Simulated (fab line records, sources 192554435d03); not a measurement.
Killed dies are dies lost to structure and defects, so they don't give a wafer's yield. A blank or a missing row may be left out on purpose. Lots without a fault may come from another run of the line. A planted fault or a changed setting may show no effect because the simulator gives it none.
Chamber matching | flow n5_finfet | N5_FIN_CUT_ETCH_21 on rie_diel-02: 4 sister chambers
The step etches SOC in N2/H2, target depth 219 nm, overetch 43.8 nm, time 523.5 s. 4 wafers are shown with their chamber, then 8 later ones without.

WAFERS WITH THEIR CHAMBER
wafer  | chamber | drypump_motor_current_A (A)
L082.2 | 3       | 5.5
L084.2 | 2       | 5.9
L084.5 | 0       | 5.1
L085.1 | 1       | 6.0

WAFERS WITHOUT THEIR CHAMBER
wafer  | drypump_motor_current_A (A)
L085.3 | 5.1
L085.5 | 5.0
L089.3 | 5.4
L089.4 | 5.9
L089.6 | 5.0
L090.4 | 5.5
L090.5 | 5.9
L090.6 | 6.0

WHICH CHAMBER EACH WENT THROUGH
wafer  | from the rows above     | in truth
L085.3 | 0                       | 0
L085.5 | 0                       | 0
L089.3 | 3                       | 3
L089.4 | can't be placed: 2 or 1 | 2
L089.6 | 0                       | 0
L090.4 | 3                       | 3
L090.5 | can't be placed: 2 or 1 | 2
L090.6 | can't be placed: 1 or 2 | 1
Placed correctly: 5 of 8. Can't be placed from these rows: 3 (the true chamber is among the candidates in 3). Placed wrongly: 0.
How it was worked out, from the rows above alone: a wafer's distance from a chamber is the root of the sum, over the readings, of the square of ((its reading less the chamber's mean) divided by the reading's scatter). The wafer belongs to the nearest chamber; if the next one is less than 2 further off, it can't be placed. A chamber's mean is the mean of its shown wafers. The scatter: with one shown wafer a chamber, the root of the mean of the squares of how far each hidden wafer lies from its nearest shown one.
